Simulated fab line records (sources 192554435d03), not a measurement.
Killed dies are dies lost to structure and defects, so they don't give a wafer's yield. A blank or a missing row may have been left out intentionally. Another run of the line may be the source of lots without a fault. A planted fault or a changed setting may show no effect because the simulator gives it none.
fab line records | flow n5-finfet
record: lots: 7 wafers: 21 last-day: 17
route steps=1938 shown BEOL_M5@1162 BEOL_M6@1194 PASSIVATION@1936
lots untouched by any fault: they come from a run of this same line in which no faults occurred
start-h: hours from the record's opening day to when the first of the lot's shown wafers began | wait-h: time in hours since the lot's previous step | " identical to the entry in the row above | L1.1+2: a row that stands for several wafers | - value missing, or start not given | * or withheld: withheld | < > ~ a bound
route shown NAME@n: a module of which the file shows steps, and the number in the route of the first | usual: mean/standard deviation of fault-free wafers | same: alike in all rows | chamber/n: place in a boat | sites: readings site by site | _std_site: their standard deviation | _edge_site: outer sites' mean less inner sites' | radius-mm: how far each site lies from the wafer's centre | mask NAME#n: copy n | behind: tool/chamber where the wafer was last shaped | hold: why the lot went on hold/how many hours it stayed there/how the hold came to an end | device: the transistor (n, p or np) that didn't switch | end of line: tests of these same wafers at the route's end | a step given without rows: its recipe and nothing more | killed: dies that structure and defects cost at the first sort, which is not the same as the wafer's yield | map: dies across one wafer; x = killed, . = not, _ = none there
set.NAME: the setting the step ran with; set.NAME@STEP: the setting that earlier step ran with | model.NAME: the simulator's own value behind a step, which no gauge read
lots at selected steps of the route; one table per step, one row per wafer
services: a tool's chamber out of use, with start hour (start-h, from the record's first day; less than 0 if before it), hours out, and reason
== steps ==
step: N5_BEOL_M5_STRIP_91
recipe: chemistry: N2/H2 time-s: 10 power-w: 450 temp-c: 40 pressure-mtorr: 20 rf-frequency-hz: 6e+07 bias-power-w: 7 n2-flow-sccm: 200 h2-flow-sccm: 200
step: N5_BEOL_M5_OCD_MEAS_38
usual: trench-depth-nm: 70.9/1.2
columns lot.wafer tool chamber start-h wait-h trench-depth-nm
L896.3 ocd-02 - 175.65 - 70.7
L896.5 " - " " 71.6
L896.6 " - " " 71.0
L901.2 ocd-02 - 210.12 - 70.0
L901.5 " - " " 69.8
L901.6 " - " " 70.5
L902.1 ocd-02 - 210.41 - 71.3
L902.2 " - " " 72.5
L902.6 " - " " 73.4
L900.2 ocd-01 - 210.51 - 70.7
L900.3 " - " " 71.1
L900.4 " - " " 70.3
L913.1 ocd-01 - 265.96 - 70.7
L913.4 " - " " 68.5
L913.6 " - " " 70.6
L912.2 ocd-02 - 270.76 - 72.1
L912.3 " - " " 70.8
L912.5 " - " " 73.2
L919.1 ocd-01 - 319.88 - 69.2
L919.2 " - " " 71.0
L919.5 " - " " 69.4
step: N5_BEOL_M5_HM_STRIP_39
recipe: chemistry: peroxide-tin-strip material: TiN target-depth-a: 250 temp-c: 50 time-s: 158
step: N5_BEOL_M5_SRD_40
recipe: time-s: 30 temp-c: 23 rinse-liquid: diw dry: ipa-marangoni
step: N5_BEOL_M5_PRECLEAN_42
recipe: chemistry: residue-remover time-s: 60 temp-c: 40
step: N5_BEOL_M5_SRD_43
recipe: time-s: 30 temp-c: 23 rinse-liquid: diw dry: ipa-marangoni
step: N5_BEOL_M5_CD_MEAS_35
recipe: target-cd-nm: 28 target-cd-y-nm: 24 polarity: opening
usual: cd-nm: 27.9/0.32
columns lot.wafer tool chamber start-h wait-h cd-nm
L896.3 cd-sem-01 - 175.80 0.0 27.7
L896.5 " - " " 27.8
L896.6 " - " " 27.9
L901.2 cd-sem-01 - 210.27 0.0 27.7
L901.5 " - " " 27.0
L901.6 " - " " 27.5
L902.1 cd-sem-02 - 210.56 0.0 28.0
L902.2 " - " " 28.7
L902.6 " - " " 28.0
L900.2 cd-sem-01 - 210.66 0.0 27.9
L900.3 " - " " 28.4
L900.4 " - " " 27.9
L913.1 cd-sem-02 - 266.11 0.0 28.2
L913.4 " - " " 28.5
L913.6 " - " " 28.2
L912.2 cd-sem-01 - 270.92 0.0 27.8
L912.3 " - " " 28.4
L912.5 " - " " 28.4
L919.1 cd-sem-02 - 320.03 0.0 27.7
L919.2 " - " " 28.0
L919.5 " - " " 28.0
step: N5_BEOL_M5_CURE_80
recipe: temp-c: 370 time-s: 120 ambient: DMADMS/He material: SiCOH_lowk
step: N5_BEOL_M5_DEGAS_44
recipe: ambient: vacuum temp-c: 250 time-s: 60
step: N5_BEOL_M5_PRE_CLEAN_45
recipe: gas: H2/He time-s: 30 temp-c: 250
step: N5_BEOL_M5_ALD_86
recipe: material: TaN target-thk-a: * temp-c: 275 ald-precursor-family: PDMAT ald-co-reactant: NH3 pressure-torr: 3 carrier-flow-sccm: 1500 pulse-time-s: 2 purge-time-s: 3 co-reactant-purge-time-s: 2 co-reactant-pulse-time-s: 3 ald-cycles: 30 precursor-vessel-temp-c: 75 precursor-vessel-pressure-torr: 26.25 precursor-vessel-carrier-sccm: 1000
step: N5_BEOL_M5_SURFACE_TREAT_87
recipe: gas: Ar time-s: * ion-energy-ev: * ion-current-ma-cm2: 0.5 pressure-mtorr: * ar-flow-sccm: 30
step: N5_BEOL_M5_CVD_47
recipe: material: Co target-thk-a: 30 temp-c: withheld precursor: CCTBA/H2 pressure-torr: 30 time-s: 216
columns lot.wafer tool chamber start-h wait-h
L896.3+5+6 cvd-co-01 1,0,1 176.71 0.1
L901.2+5+6 cvd-co-01 1,0,2 211.35 0.0
L902.1+2+6 cvd-co-01 0,1,0 211.49 0.1
L900.2+3+4 cvd-co-01 0,1,0 212.74 0.2
L913.1+4+6 cvd-co-02 0,2,1 267.49 0.0
L912.2+3+5 cvd-co-02 1,2,2 272.29 0.1
L919.1+2+5 cvd-co-01 1,2,2 321.17 0.1
step: N5_BEOL_M5_SPUTTER_48
recipe: material: Cu target-thk-a: 150 temp-c: -20 chamber-pressure-pa: 0.07 power-w: withheld time-s: 27.62
step: N5_BEOL_M5_ANNEAL_49
recipe: temp-c: 400 time-s: 1800 ambient: vacuum
usual: heater-power-w: 868/58
columns lot.wafer tool chamber start-h wait-h heater-power-w
L896.3 pvd-sputter-03 - 176.96 0.0 809
L896.5 " - " " 1012
L896.6 " - " " 839
L901.2 pvd-sputter-01 - 211.59 0.0 908
L901.5 " - " " 788
L901.6 " - " " 815
L902.1 pvd-sputter-02 - 211.74 0.0 870
L902.2 " - " " 959
L902.6 " - " " 875
L900.2 pvd-sputter-03 - 213.06 0.0 856
L900.3 " - " " 818
L900.4 " - " " 1021
L913.1 pvd-sputter-03 - 267.87 0.0 870
L913.4 " - " " 839
L913.6 " - " " 809
L912.2 pvd-sputter-02 - 272.53 0.0 922
L912.3 " - " " 888
L912.5 " - " " 856
L919.1 pvd-sputter-01 - 321.45 0.0 889
L919.2 " - " " 857
L919.5 " - " " 899
step: N5_BEOL_M5_SPUTTER_81
recipe: material: Cu target-thk-a: 150 temp-c: -20 chamber-pressure-pa: 0.07 power-w: withheld time-s: 27.62
usual: throttle-valve-pct: 30.5/1.1
columns lot.wafer tool chamber start-h wait-h throttle-valve-pct
L896.3 pvd-sputter-03 - 177.97 0.5 31.0
L896.5 " - " " 28.7
L896.6 " - " " 28.5
L901.2 pvd-sputter-01 - 212.59 0.5 30.0
L901.5 " - " " 30.5
L901.6 " - " " 31.1
L902.1 pvd-sputter-02 - 212.75 0.5 31.2
L902.2 " - " " 29.7
L902.6 " - " " 30.9
L900.2 pvd-sputter-03 - 214.07 0.5 30.7
L900.3 " - " " 31.1
L900.4 " - " " 28.9
L913.1 pvd-sputter-03 - 268.87 0.5 30.3
L913.4 " - " " 28.7
L913.6 " - " " 31.4
L912.2 pvd-sputter-02 - 273.53 0.5 29.7
L912.3 " - " " 30.4
L912.5 " - " " 30.5
L919.1 pvd-sputter-01 - 322.45 0.5 30.0
L919.2 " - " " 33.0
L919.5 " - " " 30.1
step: N5_BEOL_M5_ANNEAL_82
recipe: temp-c: 400 time-s: 1800 ambient: vacuum
step: N5_BEOL_M5_SPUTTER_83
recipe: material: Cu target-thk-a: 150 temp-c: -20 chamber-pressure-pa: 0.07 power-w: withheld time-s: 27.62
usual: throttle-valve-pct: 30.5/1.1
columns lot.wafer tool chamber start-h wait-h throttle-valve-pct
L896.3 pvd-sputter-03 - 179.06 0.5 31.3
L896.5 " - " " 28.9
L896.6 " - " " 28.6
L901.2 pvd-sputter-01 - 213.68 0.5 30.1
L901.5 " - " " 30.2
L901.6 " - " " 31.3
L902.1 pvd-sputter-02 - 213.83 0.5 30.9
L902.2 " - " " 29.7
L902.6 " - " " 31.0
L900.2 pvd-sputter-03 - 215.16 0.5 30.3
L900.3 " - " " 31.2
L900.4 " - " " 28.8
L913.1 pvd-sputter-03 - 269.96 0.5 30.4
L913.4 " - " " 28.7
L913.6 " - " " 31.0
L912.2 pvd-sputter-02 - 274.62 0.5 29.7
L912.3 " - " " 30.7
L912.5 " - " " 30.4
L919.1 pvd-sputter-01 - 323.54 0.5 30.2
L919.2 " - " " 32.9
L919.5 " - " " 30.1
step: N5_BEOL_M5_ANNEAL_84
recipe: temp-c: 400 time-s: 1800 ambient: vacuum
step: N5_BEOL_M5_SPUTTER_88
recipe: material: Cu target-thk-a: 150 temp-c: -20 chamber-pressure-pa: 0.07 power-w: withheld time-s: 27.62
step: N5_BEOL_M5_ANNEAL_89
recipe: temp-c: 400 time-s: 1800 ambient: vacuum
step: N5_BEOL_M5_SPUTTER_90
recipe: material: Cu target-thk-a: 45 temp-c: -20 chamber-pressure-pa: 0.07 power-w: withheld time-s: 8.29
step: N5_BEOL_M5_ECD_50
recipe: material: Cu target-thk-a: 3000
step: N5_BEOL_M5_ANNEAL_51
recipe: temp-c: 225 time-s: 90 ambient: N2
step: N5_BEOL_M5_CMP_52
recipe: stop-on: SiCOH_lowk t-overpolish-s: 6.9 down-force-psi: 1 platen-rpm: 50 clearing-platen-down-force-psi: 1.5 clearing-platen-rpm: 50 post-cmp-clean: cu-alkaline target-thk-nm: 62 clearing-platen-pad-velocity-m-s: 0.99484 pad-velocity-m-s: 0.99484
step: N5_BEOL_M5_THK_MEAS_53
recipe: thk-meas-gauge: xrf reads: Cu_of_BEOL_M5_ECD_50
usual: M5_THK: 62.3/1.4
columns lot.wafer tool chamber start-h wait-h M5_THK[nm]
L896.3 film-metro-02 - 182.03 - 64.7
L896.5 " - " " 62.7
L896.6 " - " " 63.3
L901.2 film-metro-02 - 216.65 - 60.8
L901.5 " - " " 61.4
L901.6 " - " " 60.9
L902.1 film-metro-01 - 216.88 - 61.4
L902.2 " - " " 64.1
L902.6 " - " " 64.1
L900.2 film-metro-01 - 218.24 - 62.9
L900.3 " - " " 61.9
L900.4 " - " " 61.6
L913.1 film-metro-02 - 272.93 - 61.5
L913.4 " - " " 61.9
L913.6 " - " " 61.8
L912.2 film-metro-02 - 277.91 - 65.7
L912.3 " - " " 64.8
L912.5 " - " " 64.8
L919.1 film-metro-01 - 326.51 - 59.5
L919.2 " - " " 62.4
L919.5 " - " " 62.3
step: N5_BEOL_M5_PRE_CLEAN_77
recipe: gas: NH3/H2 time-s: 15 temp-c: * rf-power-w: 300
usual: heater-power-w: 82/21
columns lot.wafer tool chamber start-h wait-h heater-power-w
L896.3 cvd-co-02 0 182.06 0.0 58
L896.5 " 1 " " 78
L896.6 " 2 " " 106
L901.2 cvd-co-02 1 216.69 0.0 78
L901.5 " 2 " " 103
L901.6 " 1 " " 80
L902.1 cvd-co-01 0 216.91 0.0 70
L902.2 " 1 " " 68
L902.6 " 0 " " 70
L900.2 cvd-co-02 2 218.31 0.1 101
L900.3 " 1 " " 79
L900.4 " 0 " " 59
L913.1 cvd-co-02 0 272.97 0.0 58
L913.4 " 0 " " 59
L913.6 " 1 " " 78
L912.2 cvd-co-02 0 277.95 0.0 61
L912.3 " 2 " " 105
L912.5 " 1 " " 81
L919.1 cvd-co-01 1 326.55 0.0 67
L919.2 " 2 " " 119
L919.5 " 2 " " 121
step: N5_BEOL_M5_CO_CAP_78
recipe: material: Co target-thk-a: 20 temp-c: 200 precursor: CCTBA/H2 pressure-torr: 30 time-s: 102.1
step: N5_BEOL_M5_PRE_CLEAN_55
recipe: gas: NH3 time-s: 15 temp-c: withheld rf-power-w: 300
step: N5_BEOL_M5_DEP_56
recipe: material: SiCN target-thk-a: 80 temp-c: withheld precursor: 3MS/NH3 pressure-torr: 3 rf-w: 202 time-s: 14
step: N5_BEOL_M5_RS_MEAS_57
recipe: thk-meas-gauge: four-point-probe reads: Co_of_BEOL_M5_CO_CAP_78+Cu_of_BEOL_M5_ECD_50+Co_of_BEOL_M5_CVD_47+TaN_of_BEOL_M5_ALD_86
usual: M5_RS: 0.391/0.011
columns lot.wafer tool chamber start-h wait-h M5_RS[ohm/sq]
L896.3 film-metro-02 - 182.29 0.1 0.375
L896.5 " - " " 0.391
L896.6 " - " " 0.386
L901.2 film-metro-01 - 216.94 0.1 0.399
L901.5 " - " " 0.394
L901.6 " - " " 0.398
L902.1 film-metro-01 - 217.14 0.0 0.396
L902.2 " - " " 0.377
L902.6 " - " " 0.374
L900.2 film-metro-02 - 218.57 0.1 0.387
L900.3 " - " " 0.394
L900.4 " - " " 0.397
L913.1 film-metro-01 - 273.19 0.0 0.396
L913.4 " - " " 0.392
L913.6 " - " " 0.392
L912.2 film-metro-01 - 278.20 0.1 0.367
L912.3 " - " " 0.372
L912.5 " - " " 0.372
L919.1 film-metro-01 - 326.77 0.0 0.417
L919.2 " - " " 0.392
L919.5 " - " " 0.393
step: N5_BEOL_M6_ILD_DEP_00
recipe: material: SiCOH_lowk target-thk-a: 1797.5 temp-c: 300 precursor: DEMS/porogen pressure-torr: 5 rf-w: 500 time-s: 33.4
step: N5_BEOL_M6_CURE_74
recipe: temp-c: 385 time-s: 240 ambient: He/Ar material: SiCOH_lowk
usual: lamp-power-pct: 52.32/0.056 wafer_temp_C_max: 387.0/0.73
columns lot.wafer tool chamber start-h wait-h lamp-power-pct wafer_temp_C_max
L896.3 uv-cure-01 0 182.57 0.2 52.21 386.7
L896.5 " 0 " " 52.33 387.6
L896.6 " 0 " " 52.34 388.0
L901.2 uv-cure-02 2 217.17 0.1 52.40 387.1
L901.5 " 2 " " 52.21 386.5
L901.6 " 2 " " 52.38 386.9
L902.1 uv-cure-03 0 217.29 0.1 52.23 386.2
L902.2 " 0 " " 52.30 386.6
L902.6 " 0 " " 52.36 386.8
L900.2 uv-cure-03 1 218.82 0.2 52.36 387.0
L900.3 " 1 " " 52.39 387.3
L900.4 " 1 " " 52.34 387.4
L913.1 uv-cure-03 1 273.32 0.0 52.35 387.3
L913.4 " 1 " " 52.29 387.8
L913.6 " 1 " " 52.31 387.9
L912.2 uv-cure-03 0 278.49 0.2 52.38 386.7
L912.3 " 0 " " 52.40 386.3
L912.5 " 0 " " 52.35 386.7
L919.1 uv-cure-02 1 326.90 0.0 52.33 387.0
L919.2 " 1 " " 52.37 386.8
L919.5 " 1 " " 52.30 387.1
step: N5_BEOL_M6_THK_MEAS_01
recipe: reads: SiCOH_lowk_of_BEOL_M6_ILD_DEP_00
usual: M6_ILD_THK: 155.0/2
columns lot.wafer tool chamber start-h wait-h M6_ILD_THK[nm]
L896.3 film-metro-01 - 182.93 0.3 156.5
L896.5 " - " " 159.5
L896.6 " - " " 158.7
L901.2 film-metro-02 - 217.60 0.4 151.5
L901.5 " - " " 155.5
L901.6 " - " " 153.3
L902.1 film-metro-01 - 217.80 0.4 152.6
L902.2 " - " " 150.4
L902.6 " - " " 153.4
L900.2 film-metro-02 - 219.25 0.4 151.0
L900.3 " - " " 155.1
L900.4 " - " " 156.1
L913.1 film-metro-01 - 274.31 0.8 152.5
L913.4 " - " " 156.7
L913.6 " - " " 158.9
L912.2 film-metro-02 - 279.32 0.7 153.0
L912.3 " - " " 153.4
L912.5 " - " " 156.3
L919.1 film-metro-01 - 327.41 0.4 155.4
L919.2 " - " " 156.4
L919.5 " - " " 155.4
step: N5_BEOL_M6_PECVD_70
recipe: material: SiO2 target-thk-a: 200 temp-c: 400 precursor: TEOS/O2 pressure-torr: 5.5 rf-w: 450 teos-flow-sccm: 53.8 gas: O2 flow-sccm: 3000 time-s: 22.7
step: N5_BEOL_M6_HM_DEP_02
recipe: material: TiN target-thk-a: 200 temp-c: 25 chamber-pressure-pa: 0.49996
step: N5_BEOL_M6_COAT_59
recipe: resist: SOC temp-c: 250 time-s: 60 spin-rpm: 1500 resist-thk-nm: 100
step: N5_BEOL_M6_COAT_60
recipe: resist: SiARC temp-c: 220 time-s: 60 spin-rpm: 1500 resist-thk-nm: 35
step: N5_BEOL_M6_COAT_05
recipe: resist: CAR-ArF spin-rpm: 1500 resist-thk-nm: 90
step: N5_BEOL_M6_EBR_07
recipe: solvent: PGMEA ebr-width-mm: 1.5
step: N5_BEOL_M6_SOFTBAKE_06
recipe: temp-c: 110 time-s: 60 resist: CAR-ArF
step: N5_PASSIVATION_PROBE_49
usual: defect-limited-yield: 91.6/1.2 killed_at_M0_to_M3: 33/9.4 killed_at_M4_up: 13/5.2 killed-at-contacts: 13/5.6 killed-at-front-end: 37/9.5 killed-at-other: 4/3.1 killed-dies: 99/15 killed-open: 65/11 killed-short: 32/7.5 sort_bin_5_function: 4.9/0.77 sort_bin_6_memory: 3.1/0.65 sort-n-pass: 1081/15 sort-yield-pct: 91.6/1.2
same: gross-dies: 1180 killed-at-back-side: 0 sort_bin_4_leakage[%]: 0 sort_bin_8_speed[%]: 0
columns lot.wafer tool chamber start-h wait-h defect-limited-yield[%] killed_at_M0_to_M3 killed_at_M4_up killed-at-contacts killed-at-front-end killed-at-other killed-dies killed-open killed-short sort_bin_5_function[%] sort_bin_6_memory[%] sort-n-pass sort-yield-pct[%]
L902.2 prober-01 - 309.31 0.1 85.2 28 103 9 35 0 175 52 30 9.9 3.8 1005 85.2
L901.2 prober-01 - 316.21 0.1 83.8 27 103 19 40 2 191 65 27 10.3 3.7 989 83.8
L900.3 prober-02 - 322.38 0.1 83.1 39 115 8 34 3 199 53 46 9.9 4.7 981 83.1
killed by level:class
L902.2 BEOL_M5:unspecified=93 FIN_SAQP:geometric-particle:open=6 STI_FIN_REVEAL:geometric-particle:open=6 GATE_CUT:geometric-particle:short=6 BEOL_M0_SAQP:geometric-particle:short=6 BEOL_M3:geometric-particle:open=6 MOL_CONTACT_COAG:geometric-particle:open=5 MOL_CONTACT_COAG:geometric-particle:short=4
L901.2 BEOL_M5:unspecified=93 MOL_CONTACT_COAG:geometric-particle:open=17 BEOL_M2:geometric-particle:open=11 FIN_SAQP:geometric-particle:short=8 FIN_SAQP:geometric-particle:open=6 BEOL_M3:geometric-particle:open=6 HKMG_FIN:area-etch=6 BEOL_M4:geometric-particle:open=5
L900.3 BEOL_M5:unspecified=97 BEOL_M0_SAQP:geometric-particle:short=16 BEOL_M2:geometric-particle:open=10 BEOL_M4:geometric-particle:open=9 SPACER0:geometric-particle:short=7 MOL_CONTACT_COAG:geometric-particle:open=6 FIN_SAQP:geometric-particle:short=5 GATE_CUT:geometric-particle:open=5
map L900.3 (x killed, . not)
_________________.....x..xx.x________________
______________..x....xxxxxxxxxx._____________
___________...x......xxxxxxxxx.x..x__________
__________......x..xxxxxxxxxxxxx...._________
________..x.......xx.xxxxxxxxxxx....x._______
_______..............xxxxxxxxxxxx......______
______.x............xxxxxxxxxxxxx......._____
_____.....x..x.......x.xxxxxxxxx.......x.____
____.......x.....x....xxxxxxxx......x.....___
___....................xxxx.x..........x...__
___.....................xx.......x.x.......__
__.....x................x.......x.....x....._
__........................x...............x._
_x.........................x..x...x..........
_.............x......x.........x....x........
_...x.x.xx.....x........................xx...
_.......x................xxx.................
_.........x.....x.......x.x...x.......x......
_.x......x...............................x...
_...x..x...x.....................x.........x.
_....x....x...........x...................x..
__...x..x..........x.......x.............x.._
__..x........x.......x.....................x_
___..x.x...................................__
___................x...x..............x.x..__
____..x......x............................___
_____.x.x............x..x................____
______.x.........x....x............xx..._____
_______.....x.............x............______
________x......xx.....x.....x........._______
__________...x........x.x..........._________
___________......x........x........__________
______________.....x......x....._____________
_________________............________________
map L901.2 (x killed, . not)
_________________..xxxxxx.xxx________________
______________.........x.x.x.x.x_____________
___________.........xxxxxxxxxx..x.x__________
__________..........x.xxxxxxxxx.x..._________
________..........xxxxxxxxxxxxxxx....._______
_______............x.xxxxxxxxxxxx......______
______............x.xxxxxxxxxxx........._____
_____....x.........x..x.xxxxxxxx......x..____
____..x...............xxxxxxx.x...........___
___....x.........x......x..xx..............__
___..............x....x.x.xxxx.............__
__............x..............x.......x......_
__.....x.x..........................x......._
_.....x.........x............................
_.....................x................xx....
_....................x............x..x.......
_x....x.....x.....x..........x.....x.x.......
_...........x.xx.x........................x.x
_.........................xx...x.....x.......
_..........x.................................
_..........x.......x........x......x.....x..x
__...........xxx..x..x......x...xx........x._
__.......x....x......x............x........._
___............x.....x....x..x........x....__
___..........................x...x.........__
____x....x.........x......x...............___
_____..........................x.........____
______.........x.............x.........._____
_______.............x.......x.x........______
________...............xx.......x....._______
__________..............x.....x....._________
___________..xx.x.........x......x.__________
______________.x................_____________
_________________..xx........________________
== services ==
columns tool chamber start-h hours kind
uv-cure-01 - 164.93 5.8 repair
uv-cure-02 - 169.83 1.1 repair
uv-cure-02 - 174.62 3.4 pm
cvd-co-01 - 189.76 1.3 repair
cvd-co-02 2 195.82 16.5 repair
uv-cure-02 - 201.50 1.0 pm
uv-cure-02 - 221.68 7.5 pm
uv-cure-01 - 233.12 2.1 pm
pvd-sputter-02 - 238.19 1.5 repair
cvd-co-01 - 241.20 0.5 repair
uv-cure-02 - 242.01 0.8 repair
cvd-co-02 - 268.73 0.5 repair
pvd-sputter-02 - 285.64 5.0 repair
uv-cure-02 - 289.93 16.1 repair
cvd-co-01 - 301.89 0.2 repair
uv-cure-01 - 326.29 0.4 repair
== key ==
first-sign: step: N5_PASSIVATION_PROBE_49 reading: killed_at_M4_up direction: up sigmas: 18 usual: 13 struck: 107
effect: step: N5_PASSIVATION_PROBE_49 reading: defect-limited-yield direction: down sigmas: 6.1 usual: 91.6 struck: 84.0
more-kills-born-at: N5_BEOL_M5_CVD_47@cvd-co-01: 283
met-at N5_BEOL_M5_CVD_47
struck-wafers L900.3,L901.2,L902.2
fault: kind: chamber-particle-source tool: cvd-co-01 chamber: 1 onset-h: 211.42 steps: N5_BEOL_M5_CVD_47 rate-per-visit-cm2: 0.47248 end-h: 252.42
